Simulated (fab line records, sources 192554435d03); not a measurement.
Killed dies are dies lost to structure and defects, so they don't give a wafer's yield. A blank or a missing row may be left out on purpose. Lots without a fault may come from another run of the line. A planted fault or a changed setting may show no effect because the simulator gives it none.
Split-lot experiment | flow n5_finfet | 7 lots, 39 wafers read, on a route of 1938 steps

THE SPLIT
At N5_FIN_SAQP_SPACER2_ALD_28 (deposits SiO2, target thk 8.1 nm, pulse time 1 s, purge time 2 s), the setting target_thk_a was moved away from the recipe's 81 angstrom on 12 of the 39 wafers read, by -45.1% to +32.0%. The other wafers ran this setting at the recipe's value.

FROM THE SPLIT TO THE READING: what the file shows between them, 9 steps
- N5_FIN_SAQP_SPACER2_ETCHBACK_29: etches SiO2 in CHF3/O2, target depth 12.2 nm, time 6.1 s
- N5_FIN_SAQP_MANDREL2_REMOVE_60: chemistry HBr/Cl2/O2, target a-Si, stops on SiNx, bt time 10 s
- N5_FIN_SAQP_CD_MEAS_31: target cd 8 nm
- N5_FIN_SAQP_HM_OPEN_33: chemistry CH3F/O2, target SiNx, target depth 49.4 nm, time 70.6 s
- N5_FIN_SAQP_ETCH_34: etches SiO2 in C4F6/O2, target depth 45 nm, time 15 s
- N5_FIN_SAQP_STRIP_77: strips in N2/H2, time 90 s
- N5_FIN_SAQP_HM_CD_35: target cd 8 nm
- N5_FIN_SAQP_ETCH_64: etches SiO2 in CF4, target depth 1.5 nm
- N5_FIN_SAQP_FIN_ETCH_36: etches the open film in HBr/Cl2/O2, target depth 120 nm, time 50.4 s

THE READING
cd_nm, in nm, at N5_FIN_SAQP_CD_MEAS_37 (target cd 8 nm). Fault-free wafers of this fab line usually give 8.16 nm, standard deviation 0.27 nm.

wafer  | tool, chamber at the split | target_thk_a as run, angstrom | against the recipe | cd_nm, nm | against lot-mates on the recipe
L084.1 | ald_sin-04, 3,1,0,2,3,0    | 81                            | recipe             | 8.02      | -
L084.2 | ald_sin-04, 3,1,0,2,3,0    | 81                            | recipe             | 8.20      | -
L084.3 | ald_sin-04, 3,1,0,2,3,0    | 81                            | recipe             | 7.98      | -
L084.4 | ald_sin-04, 3,1,0,2,3,0    | 81                            | recipe             | 7.95      | -
L084.5 | ald_sin-04, 3,1,0,2,3,0    | 81                            | recipe             | 7.81      | -
L084.6 | ald_sin-04, 3,1,0,2,3,0    | 81                            | recipe             | 7.79      | -
L085.1 | ald_sin-04, 1,3            | 44.48                         | -45.1%             | 4.58      | -3.41
L085.2 | ald_sin-04, 1,3            | 44.48                         | -45.1%             | 4.41      | -3.58
L085.3 | ald_sin-04, 0,2,0          | 81                            | recipe             | 8.38      | -
L085.4 | ald_sin-04, 0,2,0          | 81                            | recipe             | 7.80      | -
L085.5 | ald_sin-04, 0,2,0          | 81                            | recipe             | 7.79      | -
L085.6 | ald_sin-04, 3              | 44.48                         | -45.1%             | 4.86      | -3.13
L088.1 | ald_sin-04, 1,3,2,0,3,2    | 81                            | recipe             | 8.00      | -
L088.2 | ald_sin-04, 1,3,2,0,3,2    | 81                            | recipe             | 8.22      | -
L088.3 | ald_sin-04, 1,3,2,0,3,2    | 81                            | recipe             | 8.51      | -
L088.4 | ald_sin-04, 1,3,2,0,3,2    | 81                            | recipe             | 8.18      | -
L088.5 | ald_sin-04, 1,3,2,0,3,2    | 81                            | recipe             | 8.51      | -
L088.6 | ald_sin-04, 1,3,2,0,3,2    | 81                            | recipe             | 8.18      | -
L089.3 | ald_sin-02, 1,3            | 81                            | recipe             | 7.82      | -
L089.4 | ald_sin-02, 3              | 81                            | recipe             | 7.81      | -
L089.5 | ald_sin-02, 1,3            | 81                            | recipe             | 7.76      | -
L091.1 | ald_sin-04, 1,3,0          | 106.9                         | +32.0%             | 11.27     | +2.78
L091.2 | ald_sin-04, 1,3,0          | 106.9                         | +32.0%             | 10.42     | +1.93
L091.3 | ald_sin-04, 1,3,0          | 106.9                         | +32.0%             | 10.37     | +1.88
L091.4 | ald_sin-04, 2,0,1          | 81                            | recipe             | 8.45      | -
L091.5 | ald_sin-04, 2,0,1          | 81                            | recipe             | 8.86      | -
L091.6 | ald_sin-04, 2,0,1          | 81                            | recipe             | 8.16      | -
L092.1 | ald_sin-02, 3,2,2          | 81                            | recipe             | 8.09      | -
L092.2 | ald_sin-02, 1,0,1          | 104.2                         | +28.6%             | 10.14     | +2.12
L092.3 | ald_sin-02, 3,2,2          | 81                            | recipe             | 7.85      | -
L092.4 | ald_sin-02, 1,0,1          | 104.2                         | +28.6%             | 10.55     | +2.53
L092.5 | ald_sin-02, 1,0,1          | 104.2                         | +28.6%             | 10.51     | +2.49
L092.6 | ald_sin-02, 3,2,2          | 81                            | recipe             | 8.11      | -
L094.1 | ald_sin-03, 1,2,1          | 81                            | recipe             | 7.95      | -
L094.2 | ald_sin-03, 3,2,0          | 94.78                         | +17.0%             | 9.52      | +1.29
L094.3 | ald_sin-03, 3,2,0          | 94.78                         | +17.0%             | 9.44      | +1.21
L094.4 | ald_sin-03, 3,2,0          | 94.78                         | +17.0%             | 9.29      | +1.06
L094.5 | ald_sin-03, 1,2,1          | 81                            | recipe             | 8.24      | -
L094.6 | ald_sin-03, 1,2,1          | 81                            | recipe             | 8.50      | -
Where a row lists several chambers, the file gives one row for several wafers and doesn't say which wafer went through which chamber.

THE FIT
A straight line over all 39 wafers: cd_nm changes by +0.0786 nm for each +1% of target_thk_a; r = +0.98; the points scatter about the line by 0.28 nm.
The same after taking each lot's own level away (the mean of its wafers on the recipe; 39 wafers): +0.0746 nm for each +1%; r = +0.99; scatter 0.24 nm.
On that fit, the largest move of target_thk_a shifts the reading by 3.4 nm.
The lots' own levels span 7.797 to 8.490 nm, that is 2.6 times the standard deviation above.
So the lot-to-lot level changes the slope little: the two slopes agree.
Check: with one of the wafers moved furthest among these (-45.1%) left out of the fit, the line predicts -3.36 nm for it against its lot-mates. It came out at -3.41 nm against them.

OTHER SPLITS ON THESE WAFERS
These wafers also went through other splits before the reading. Each is held against what the fit with the lots' levels taken away leaves over:
other split on the same wafers                 | wafers away from the commonest value | r with cd_nm (lot level and that fit taken away)
N5_PMOS_HMC_CHANNEL_EPI_HM_DEP_34 target_thk_a | 15                                   | +0.07

THE WHOLE CHAIN: every reading that the file lists as answering this split, in the file's order
step                           | what it does                                                         | reading                                                                                 | change (the file's fit)                | r (the file's)
N5_FIN_SAQP_SPACER2_ALD_28     | deposits SiO2, target thk 8.1 nm, pulse time 1 s, purge time 2 s     | SiO2_of_FIN_SAQP_SPACER2_ALD_28.thk_nm (the simulator's own value, which no gauge read) | +0.0826 nm for each +1% of the setting | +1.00
N5_FIN_SAQP_MANDREL2_REMOVE_60 | chemistry HBr/Cl2/O2, target a-Si, stops on SiNx, bt time 10 s       | FIN_SAQP.cd_nm (the simulator's own value, which no gauge read)                         | +0.0811 nm for each +1% of the setting | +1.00
N5_FIN_SAQP_CD_MEAS_31         | target cd 8 nm                                                       | cd_nm                                                                                   | +0.0793 nm for each +1% of the setting | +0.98
N5_FIN_SAQP_ETCH_34            | etches SiO2 in C4F6/O2, target depth 45 nm, time 15 s                | FIN_SAQP.cd_nm (the simulator's own value, which no gauge read)                         | +0.0782 nm for each +1% of the setting | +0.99
N5_FIN_SAQP_HM_CD_35           | target cd 8 nm                                                       | cd_nm                                                                                   | +0.079 nm for each +1% of the setting  | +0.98
N5_FIN_SAQP_ETCH_64            | etches SiO2 in CF4, target depth 1.5 nm                              | FIN_SAQP.cd_nm (the simulator's own value, which no gauge read)                         | +0.0768 nm for each +1% of the setting | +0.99
N5_FIN_SAQP_FIN_ETCH_36        | etches the open film in HBr/Cl2/O2, target depth 120 nm, time 50.4 s | FIN_SAQP.cd_nm (the simulator's own value, which no gauge read)                         | +0.0789 nm for each +1% of the setting | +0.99
N5_FIN_SAQP_CD_MEAS_37         | target cd 8 nm                                                       | cd_nm                                                                                   | +0.0746 nm for each +1% of the setting | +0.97

THE FILE'S OWN FIT
cd_nm changes by +0.0746 nm for each +1% of target_thk_a, r = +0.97.
